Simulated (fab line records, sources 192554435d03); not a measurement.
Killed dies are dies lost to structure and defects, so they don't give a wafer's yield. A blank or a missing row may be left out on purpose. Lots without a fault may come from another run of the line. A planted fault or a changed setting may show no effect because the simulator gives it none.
fab line records | flow n5_finfet
record lots=6 wafers=17 last_day=16
route steps=1938 shown BEOL_M8@1396 BEOL_M9@1401
lots that met no fault: from a run of the same line without faults
start_h: hours from the record's first day to the start of the lot's first wafer shown | wait_h: hours since the lot's step before | " the same as in the row above | L1.1+2: a row that stands for several wafers | - no value, or no start given | * or withheld: withheld | < > ~ a bound
route shown NAME@n: a module of which the file shows steps, and the number in the route of the first | usual: mean/standard deviation of fault-free wafers | same: alike in all rows | chamber/n: place in a boat | sites: the reading at each site | _std_site: their standard deviation | _edge_site: outer sites' mean less inner sites' | radius_mm: how far each site lies from the wafer's centre | mask NAME#n: copy n | behind: the tool/chamber that last shaped the wafer | hold: why the lot was held/for how many hours/how that ended | device: the transistor (n, p or np) that didn't switch | end of line: the same wafers' tests at the end of the route | a step without rows: its recipe alone | killed: dies lost to structure and defects at the first sort, not the wafer's yield | map: a wafer's dies, x killed, . not, _ none there
set.NAME: the setting as run; set.NAME@STEP: as run at that earlier step | model.NAME: the simulator's own value behind a step, which no gauge read
lots at some steps of the route; a table a step, a row a wafer
services: from which hour (start_h, from the record's first day; less than 0 if before it) a tool's chamber was out of use, for how many hours, and why
## steps
# step N5_BEOL_M8_THK_MEAS_53
# recipe thk_meas_gauge=xrf reads=Cu_of_BEOL_M8_ECD_50
# usual M8_THK=80.9/2.1
# columns lot.wafer tool chamber start_h wait_h M8_THK[nm]
L918.1 film_metro-01 - 244.87 - 80.8
L918.2 " - " " 79.8
L918.5 " - " " 81.4
L922.1 film_metro-01 - 277.05 - 82.5
L922.3 " - " " 79.1
L924.3 film_metro-02 - 295.19 - 79.2
L924.4 " - " " 83.3
L924.5 " - " " 80.0
L927.4 film_metro-01 - 306.54 - 79.8
L927.5 " - " " 78.3
L927.6 " - " " 82.8
L926.1 film_metro-01 - 313.61 - 79.1
L926.4 " - " " 82.1
L926.5 " - " " 80.6
L929.2 film_metro-01 - 324.94 - 83.6
L929.4 " - " " 79.0
L929.6 " - " " 82.2
# step N5_BEOL_M8_PRE_CLEAN_55
# recipe gas=NH3 time_s=15 temp_c=withheld rf_power_w=300
# step N5_BEOL_M8_DEP_56
# recipe material=SiCN target_thk_a=100 temp_c=withheld precursor=3MS/NH3 pressure_torr=3 rf_w=202 time_s=17.5
# step N5_BEOL_M8_RS_MEAS_57
# recipe thk_meas_gauge=four-point-probe reads=Cu_of_BEOL_M8_ECD_50+Co_of_BEOL_M8_CVD_78+TaN_of_BEOL_M8_ALD_77
# usual M8_RS=0.282/0.0086
# columns lot.wafer tool chamber start_h wait_h M8_RS[ohm/sq]
L918.1 film_metro-02 - 245.00 0.1 0.281
L918.2 " - " " 0.285
L918.5 " - " " 0.280
L922.1 film_metro-01 - 277.18 0.1 0.276
L922.3 " - " " 0.288
L924.3 film_metro-02 - 295.32 0.1 0.287
L924.4 " - " " 0.273
L924.5 " - " " 0.285
L927.4 film_metro-01 - 306.67 0.0 0.285
L927.5 " - " " 0.291
L927.6 " - " " 0.272
L926.1 film_metro-01 - 313.74 0.1 0.290
L926.4 " - " " 0.277
L926.5 " - " " 0.283
L929.2 film_metro-01 - 325.07 0.1 0.271
L929.4 " - " " 0.291
L929.6 " - " " 0.277
# step N5_BEOL_M8_INSPECT_58
# recipe inspect_instrument=darkfield mode=post_dep
# usual raw_defect_count=71/28
# columns lot.wafer tool chamber start_h wait_h raw_defect_count
L918.1 defect_inspect-02 - 245.02 0.0 102
L918.2 " - " " 101
L918.5 " - " " 56
L922.1 defect_inspect-02 - 277.21 0.0 40
L922.3 " - " " 27
L924.3 defect_inspect-02 - 295.34 0.0 64
L924.4 " - " " 49
L924.5 " - " " 50
L927.4 defect_inspect-02 - 306.70 0.0 52
L927.5 " - " " 71
L927.6 " - " " 51
L926.1 defect_inspect-01 - 313.76 0.0 176
L926.4 " - " " 95
L926.5 " - " " 84
L929.2 defect_inspect-02 - 325.09 0.0 89
L929.4 " - " " 83
L929.6 " - " " 70
# step N5_BEOL_M9_ILD_DEP_00
# recipe material=SiCOH_lowk target_thk_a=3085.1 temp_c=300 precursor=DEMS/porogen pressure_torr=5 rf_w=500 time_s=58
# step N5_BEOL_M9_CURE_71
# recipe temp_c=385 time_s=240 ambient=He/Ar material=SiCOH_lowk
# usual lamp_power_pct=52.32/0.054 wafer_temp_C_max=386.8/0.73
# columns lot.wafer tool chamber start_h wait_h lamp_power_pct wafer_temp_C_max
L918.1 uv_cure-03 2 245.17 0.1 52.30 387.5
L918.2 " 2 " " 52.26 388.2
L918.5 " 2 " " 52.39 387.5
L922.1 uv_cure-03 2 277.33 0.0 52.25 386.8
L922.3 " 2 " " 52.24 388.2
L924.3 uv_cure-03 2 295.89 0.5 52.27 387.1
L924.4 " 2 " " 52.36 388.5
L924.5 " 2 " " 52.26 387.3
L927.4 uv_cure-03 0 307.05 0.3 52.36 386.2
L927.5 " 0 " " 52.32 386.5
L927.6 " 0 " " 52.38 386.0
L926.1 uv_cure-01 2 313.88 0.0 52.38 386.2
L926.4 " 2 " " 52.33 386.6
L926.5 " 2 " " 52.28 386.5
L929.2 uv_cure-01 0 325.29 0.1 52.30 386.1
L929.4 " 0 " " 52.39 386.4
L929.6 " 0 " " 52.37 386.2
# step N5_BEOL_M9_THK_MEAS_01
# recipe reads=SiCOH_lowk_of_BEOL_M9_ILD_DEP_00
# usual M9_ILD_THK=266/3.9
# columns lot.wafer tool chamber start_h wait_h M9_ILD_THK[nm]
L918.1 film_metro-02 - 245.68 0.4 262
L918.2 " - " " 267
L918.5 " - " " 268
L922.1 film_metro-02 - 277.84 0.4 262
L922.3 " - " " 263
L924.3 film_metro-01 - 296.25 0.3 261
L924.4 " - " " 274
L924.5 " - " " 262
L927.4 film_metro-01 - 307.33 0.2 267
L927.5 " - " " 272
L927.6 " - " " 265
L926.1 film_metro-01 - 314.87 0.8 271
L926.4 " - " " 270
L926.5 " - " " 275
L929.2 film_metro-02 - 325.72 0.4 261
L929.4 " - " " 266
L929.6 " - " " 270
# step N5_BEOL_M9_PECVD_70
# recipe material=SiO2 target_thk_a=200 temp_c=400 precursor=TEOS/O2 pressure_torr=5.5 rf_w=450 teos_flow_sccm=53.8 gas=O2 flow_sccm=3000 time_s=22.7
# usual heater_power_w=750/100 rf_fwd_power_W=445.5/1.5 showerhead_plenum_p_Torr=8.80/0.056 throttle_valve_pct=22.3/0.61
# columns lot.wafer tool chamber start_h wait_h heater_power_w rf_fwd_power_W showerhead_plenum_p_Torr throttle_valve_pct
L918.1 pecvd-04 2 245.72 0.0 745 443.7 8.86 22.1
L918.2 " 1 " " 643 445.6 8.83 23.6
L918.5 " 1 " " 620 447.0 8.83 23.6
L922.1 pecvd-03 1 277.88 0.0 710 446.8 8.66 23.1
L922.3 " 0 " " 632 445.5 8.75 22.2
L924.3 pecvd-04 1 296.28 0.0 652 443.6 8.84 23.7
L924.4 " 2 " " 698 444.7 8.84 22.2
L924.5 " 1 " " 653 445.7 8.85 23.8
L927.4 pecvd-02 1 307.38 0.1 940 446.4 8.85 22.0
L927.5 " 0 " " 781 446.7 8.77 22.3
L927.6 " 2 " " 731 444.4 8.83 22.4
L926.1 pecvd-03 2 314.91 0.0 676 446.2 8.78 21.5
L926.4 " 0 " " 576 445.8 8.76 22.6
L926.5 " 2 " " 646 446.2 8.79 21.4
L929.2 pecvd-03 2 325.76 0.0 588 445.5 8.77 21.4
L929.4 " 1 " " 769 445.8 8.65 23.2
L929.6 " 2 " " 577 447.1 8.78 21.7
# step N5_BEOL_M9_HM_DEP_02
# recipe material=TiN target_thk_a=200 temp_c=25 chamber_pressure_pa=0.49996
# usual throttle_valve_pct=30.3/0.97
# columns lot.wafer tool chamber start_h wait_h throttle_valve_pct
L918.1 pvd_sputter-03 - 245.78 0.0 30.7
L918.2 " - " " 29.6
L918.5 " - " " 31.3
L922.1 pvd_sputter-01 - 278.70 0.8 30.7
L922.3 " - " " 30.1
L924.3 pvd_sputter-03 - 298.37 2.1 31.8
L924.4 " - " " 29.5
L924.5 " - " " 31.0
L927.4 pvd_sputter-02 - 308.09 0.7 31.9
L927.5 " - " " 30.2
L927.6 " - " " 29.5
L926.1 pvd_sputter-02 - 316.46 1.5 29.9
L926.4 " - " " 32.0
L926.5 " - " " 31.6
L929.2 pvd_sputter-01 - 326.74 1.0 28.6
L929.4 " - " " 31.4
L929.6 " - " " 30.4
# step N5_BEOL_M9_COAT_59
# recipe resist=SOC temp_c=250 time_s=60 spin_rpm=1500 resist_thk_nm=100
# step N5_BEOL_M9_COAT_60
# recipe resist=SiARC temp_c=220 time_s=60 spin_rpm=1500 resist_thk_nm=30
# step N5_BEOL_M9_COAT_05
# recipe resist=CAR-ArF spin_rpm=1500 resist_thk_nm=90
# usual dispense_pressure_kPa=48.2/2.3 spin_speed_rpm=1500.0/0.96
# columns lot.wafer tool chamber start_h wait_h dispense_pressure_kPa spin_speed_rpm model.CAR-ArF_of_BEOL_M9_COAT_05.thk_nm
L918.1 litho_track-04 0 245.91 - 44.9 1500.3 89.8
L918.2 " 0 " " 45.0 1500.5 89.8
L918.5 " 0 " " 44.9 1500.9 89.8
L922.1 litho_track-04 0 278.83 - 44.9 1501.2 90
L922.3 " 0 " " 44.9 1500.0 90.4
L924.3 litho_track-05 0 298.50 - 49.8 1501.6 90.2
L924.4 " 0 " " 49.8 1499.4 90
L924.5 " 0 " " 49.8 1501.0 90
L927.4 litho_track-04 0 308.22 - 44.8 1752.8 82.8
L927.5 " 0 " " 44.9 1754.0 83
L927.6 " 0 " " 44.9 1755.1 82.8
L926.1 litho_track-04 0 316.59 - 44.8 1755.2 83
L926.4 " 0 " " 44.9 1753.9 83
L926.5 " 0 " " 44.8 1753.0 83
L929.2 litho_track-05 0 326.88 - 49.9 1501.0 90
L929.4 " 0 " " 49.9 1501.2 90
L929.6 " 0 " " 49.9 1499.2 90
# step N5_BEOL_M9_EBR_07
# recipe solvent=PGMEA ebr_width_mm=1.5
# step N5_BEOL_M9_SOFTBAKE_06
# recipe temp_c=110 time_s=60 resist=CAR-ArF
# step N5_BEOL_M9_EXPOSE_08
# recipe mask_id=M9 na=1.35 source_shape=dipole sigma_inner=0.411 sigma_outer=0.611 polarization=te dose_mj=53.75
# step N5_BEOL_M9_PEB_09
# recipe peb_temp_c=withheld peb_time_s=60 resist=CAR-ArF
# step N5_BEOL_M9_DEVELOP_10
# recipe develop_time_s=30 developer=TMAH resist=CAR-ArF rinse_liquid=diw dry=air_spin dev_temp_c=23
# step N5_BEOL_M9_CD_MEAS_11
# recipe target_cd_nm=64.1 landing_energy_ev=500 detector=se_inlens polarity=opening
# usual cd_nm=63.4/0.6
# same landing_energy_ev=500
# columns lot.wafer tool chamber start_h wait_h cd_nm
L918.1 cd_sem-01 0 246.27 - 64.8
L918.2 " 0 " " 63.7
L918.5 " 0 " " 64.3
L922.1 cd_sem-01 0 279.20 - 62.6
L922.3 " 0 " " 62.8
L924.3 cd_sem-02 0 298.87 - 63.2
L924.4 " 0 " " 63.8
L924.5 " 0 " " 64.1
L927.4 cd_sem-01 0 308.59 - 63.6
L927.5 " 0 " " 63.0
L927.6 " 0 " " 64.1
L926.1 cd_sem-02 0 316.96 - 64.1
L926.4 " 0 " " 64.7
L926.5 " 0 " " 64.3
L929.2 cd_sem-01 0 327.12 - 65.0
L929.4 " 0 " " 64.5
L929.6 " 0 " " 64.3
# step N5_BEOL_M9_OVL_MEAS_12
# recipe points_per_wafer=44
# usual M9_OVL=0.4/0.72
# columns lot.wafer tool chamber start_h wait_h M9_OVL[nm]
L918.1 overlay-01 0 246.30 0.0 -0.5
L918.2 " 0 " " 0.9
L918.5 " 0 " " 1.2
L922.1 overlay-02 0 279.23 0.0 0.2
L922.3 " 0 " " 0.7
L924.3 overlay-02 0 298.90 0.0 1.8
L924.4 " 0 " " -0.1
L924.5 " 0 " " 0.0
L927.4 overlay-02 0 308.62 0.0 0.1
L927.5 " 0 " " 0.3
L927.6 " 0 " " 0.9
L926.1 overlay-01 0 316.99 0.0 -0.8
L926.4 " 0 " " 1.0
L926.5 " 0 " " -1.1
L929.2 overlay-02 0 327.15 0.0 0.0
L929.4 " 0 " " 0.3
L929.6 " 0 " " 0.7
# step N5_BEOL_M9_INSPECT_13
# recipe mode=adi inspect_instrument=brightfield
# usual raw_defect_count=408/110
# columns lot.wafer tool chamber start_h wait_h raw_defect_count
L918.1 defect_inspect-01 - 246.33 0.0 620
L918.2 " - " " 535
L918.5 " - " " 500
L922.1 defect_inspect-02 - 279.25 0.0 461
L922.3 " - " " 364
L924.3 defect_inspect-02 - 298.92 0.0 594
L924.4 " - " " 517
L924.5 " - " " 663
L927.4 defect_inspect-01 - 308.64 0.0 395
L927.5 " - " " 336
L927.6 " - " " 445
L926.1 defect_inspect-02 - 317.02 0.0 603
L926.4 " - " " 494
L926.5 " - " " 536
L929.2 defect_inspect-01 - 327.17 0.0 492
L929.4 " - " " 433
L929.6 " - " " 556
# step N5_BEOL_M9_DESCUM_16
# recipe chemistry=O2 time_s=7.9 source_power_w=50 bias_power_w=20 pressure_mtorr=20 rf_frequency_hz=2.712e+07 temp_c=40 resist=CAR-ArF o2_flow_sccm=225
# usual bias_power_w=20.01/0.061 drypump_motor_current_A=6.0/0.43 oes_product_au=0.80/0.091 rf_fwd_power_W=49.33/0.27 rf_vpp_V=243.1/1.4 showerhead_plenum_p_Torr=2.08/0.062 throttle_valve_pct=20.39/0.24
# columns lot.wafer tool chamber start_h wait_h bias_power_w drypump_motor_current_A oes_product_au rf_fwd_power_W rf_hours_counter_h rf_vpp_V showerhead_plenum_p_Torr throttle_valve_pct
L918.1 rie_diel-03 0 246.36 0.0 19.93 5.2 0.77 49.44 129 243.4 2.12 20.46
L918.2 " 1 " " 20.01 5.8 0.92 49.54 26 243.4 2.04 20.17
L918.5 " 0 " " 19.88 5.2 0.77 49.45 - 242.4 2.12 20.47
L922.1 rie_diel-01 2 279.64 0.4 19.87 6.0 0.70 49.50 192 243.2 2.15 20.59
L922.3 " 3 " " 20.04 5.9 0.71 49.63 225 243.3 2.05 20.35
L924.3 rie_diel-02 1 299.11 0.2 19.98 5.7 0.71 49.74 194 242.7 2.00 21.00
L924.4 " 2 " " 20.01 5.7 0.94 49.05 23 246.1 2.20 20.38
L924.5 " 3 " " 19.97 5.8 0.72 49.16 - 241.6 1.97 20.14
L927.4 rie_diel-03 0 308.78 0.1 20.02 5.2 0.76 49.29 - 242.5 2.11 20.49
L927.5 " 1 " " 20.02 5.9 0.90 49.60 - 241.8 2.03 20.22
L927.6 " 3 " " 19.95 6.4 0.68 49.79 - 245.0 2.15 20.53
L926.1 rie_diel-02 0 317.05 0.0 20.06 6.6 0.83 49.39 93 242.0 2.13 20.19
L926.4 " 3 " " 20.07 5.8 0.71 49.42 217 242.1 1.97 20.16
L926.5 " 0 " " 20.05 6.7 0.83 49.39 - 243.2 2.13 20.18
L929.2 rie_diel-03 2 327.20 0.0 20.00 6.6 0.93 48.98 3 241.6 2.08 20.38
L929.4 " 3 " " 19.94 6.4 0.67 49.86 246 244.7 2.15 20.56
L929.6 " 0 " " 20.05 5.2 0.75 49.36 - 242.4 2.11 20.49
# step N5_BEOL_M9_ETCH_61
# recipe chemistry=CF4 target=SiARC target_depth_a=390 mask_material=CAR-ArF time_s=65 ion_energy_ev=80 pressure_mtorr=40 source_w=545 bias_w=36 Ar_flow_sccm=100 cf4_flow_sccm=100 ends=cleared
# usual drypump_motor_current_A=6.0/0.43 etch_rf_on_time_s=65.5/2.5 mfc_ar_sccm=100.0/0.34 oes_product_au=0.68/0.078 rf_fwd_power_W=538/3.2 rf_vpp_V=184.0/1.1 showerhead_plenum_p_Torr=2.13/0.064 throttle_valve_pct=15.59/0.22
# columns lot.wafer tool chamber start_h wait_h drypump_motor_current_A etch_rf_on_time_s mfc_ar_sccm oes_product_au rf_fwd_power_W rf_hours_counter_h rf_vpp_V showerhead_plenum_p_Torr throttle_valve_pct model.CAR-ArF_of_BEOL_M9_COAT_05.thk_nm
L918.1 rie_diel-03 0 246.40 0.0 5.2 65.9 99.3 0.66 535 129 184.1 2.14 15.54 55.4
L918.2 " 1 " " 5.8 67.5 100.3 0.76 541 26 183.5 2.09 15.33 55.6
L918.5 " 0 " " 5.2 66.3 99.5 0.66 540 - 184.9 2.14 15.56 55.4
L922.1 rie_diel-01 2 279.67 0.0 6.0 63.2 99.9 0.61 539 192 183.9 2.20 15.85 55.4
L922.3 " 3 " " 5.9 67.8 100.3 0.59 540 225 183.2 2.13 15.84 55.8
L924.3 rie_diel-02 1 299.14 0.0 5.7 66.6 100.0 0.61 543 194 183.0 2.05 16.09 55.6
L924.4 " 2 " " 5.7 59.2 100.3 0.83 539 23 185.9 2.28 15.68 55.2
L924.5 " 3 " " 5.8 68.1 99.1 0.60 535 - 183.3 2.04 15.55 55.4
L927.4 rie_diel-03 0 308.82 0.0 5.3 67.4 99.8 0.64 535 - 185.0 2.13 15.59 48.4
L927.5 " 1 " " 5.8 68.5 100.3 0.73 541 - 182.2 2.08 15.38 48.6
L927.6 " 3 " " 6.4 64.8 100.0 0.59 540 - 185.3 2.20 15.80 48.2
L926.1 rie_diel-02 0 317.08 0.0 6.7 64.2 100.2 0.71 540 93 182.5 2.17 15.31 48.6
L926.4 " 3 " " 5.8 67.7 100.4 0.61 539 217 183.0 2.04 15.56 48.8
L926.5 " 0 " " 6.6 64.2 100.2 0.71 539 - 184.2 2.17 15.32 48.4
L929.2 rie_diel-03 2 327.24 0.0 6.6 64.4 100.3 0.81 531 3 181.7 2.09 15.26 55.4
L929.4 " 3 " " 6.4 64.5 100.7 0.58 540 246 184.4 2.20 15.82 55.4
L929.6 " 0 " " 5.2 67.2 100.6 0.63 539 - 183.5 2.13 15.61 55.6
# step N5_BEOL_M9_ETCH_62
# recipe chemistry=N2/H2 target=SOC target_depth_a=1100 overetch_a=220 mask_material=SiARC temp_c=40 time_s=165 ion_energy_ev=200 pressure_mtorr=30 source_w=840 bias_w=150 n2_flow_sccm=200 h2_flow_sccm=200
# usual drypump_motor_current_A=6.0/0.43 h2_flow_sccm=200.0/0.66 oes_product_au=0.68/0.071 rf_fwd_power_W=836.9/2.6 rf_vpp_V=523.5/2.4 showerhead_plenum_p_Torr=2.52/0.077 throttle_valve_pct=17.74/0.22
# columns lot.wafer tool chamber start_h wait_h drypump_motor_current_A h2_flow_sccm oes_product_au rf_fwd_power_W rf_hours_counter_h rf_vpp_V showerhead_plenum_p_Torr throttle_valve_pct
L918.1 rie_diel-03 0 246.45 0.0 5.2 198.7 0.68 836.4 129 525.3 2.54 17.65
L918.2 " 1 " " 5.8 200.6 0.78 835.8 26 521.8 2.49 17.51
L918.5 " 0 " " 5.2 199.9 0.66 836.8 - 523.9 2.54 17.66
L922.1 rie_diel-01 2 279.72 0.0 6.0 198.7 0.60 843.7 192 525.2 2.62 18.03
L922.3 " 3 " " 5.9 201.0 0.59 835.5 225 522.7 2.51 18.04
L924.3 rie_diel-02 1 299.19 0.0 5.7 200.4 0.61 841.3 194 520.4 2.40 18.11
L924.4 " 2 " " 5.7 200.4 0.79 839.5 23 526.8 2.71 17.90
L924.5 " 3 " " 5.8 200.4 0.62 837.8 - 519.6 2.42 17.77
L927.4 rie_diel-03 0 308.91 0.1 5.3 199.4 0.64 839.0 - 524.9 2.53 17.68
L927.5 " 1 " " 5.8 200.0 0.74 841.7 - 521.8 2.48 17.55
L927.6 " 3 " " 6.4 200.0 0.58 834.7 - 526.1 2.60 17.94
L926.1 rie_diel-02 0 317.13 0.0 6.6 199.9 0.70 838.1 93 523.3 2.57 17.38
L926.4 " 3 " " 5.8 199.8 0.61 836.3 217 520.6 2.41 17.78
L926.5 " 0 " " 6.7 198.7 0.70 836.8 - 524.6 2.57 17.38
L929.2 rie_diel-03 2 327.29 0.0 6.6 199.7 0.80 833.6 3 520.4 2.49 17.61
L929.4 " 3 " " 6.4 200.8 0.58 837.8 246 527.3 2.60 17.95
L929.6 " 0 " " 5.2 199.4 0.65 834.0 - 524.0 2.53 17.69
## services
# columns tool chamber start_h hours kind
pecvd-04 1 225.10 2.1 scheduled_down
pecvd-03 0 237.39 5.5 scheduled_down
pecvd-04 0 238.10 - calibration
pecvd-03 0 243.03 4.9 repair
uv_cure-01 - 248.69 7.5 pm
pecvd-02 1 249.97 2.1 scheduled_down
rie_diel-01 3 254.41 9.7 repair
rie_diel-02 3 255.88 9.2 repair
pecvd-03 2 273.09 2.1 scheduled_down
rie_diel-03 3 274.13 5.8 repair
rie_diel-01 3 275.10 4.1 repair
rie_diel-03 2 283.09 - clean
rie_diel-03 2 283.09 - consumable_replace:focus_ring
rie_diel-03 2 283.09 32.6 scheduled_down
rie_diel-03 2 283.09 32.6 vent_cycle
rie_diel-03 0 311.45 3.0 repair
pecvd-04 0 316.97 5.5 scheduled_down
## key
first_sign step=N5_BEOL_M9_COAT_05 reading=spin_speed_rpm direction=up sigmas=99+ usual=* struck=*
effect none on later readings
model_effect step=N5_BEOL_M9_COAT_05 value=CAR-ArF_of_BEOL_M9_COAT_05.thk_nm without=89.73 struck=82.93
model_effect step=N5_BEOL_M9_ETCH_61 value=CAR-ArF_of_BEOL_M9_COAT_05.thk_nm without=55.27 struck=48.5
met_at N5_BEOL_M9_COAT_05
struck_wafers L926.1,L926.4,L926.5,L927.4,L927.5,L927.6
onset_between 278.83 308.22
fault kind=process_parameter_drift tool=litho_track-04 chamber=- onset_h=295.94 steps=N5_BEOL_M9_COAT_05 channel=spin_rpm offset=* shape=step end_h=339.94 acts_in=* stated=*
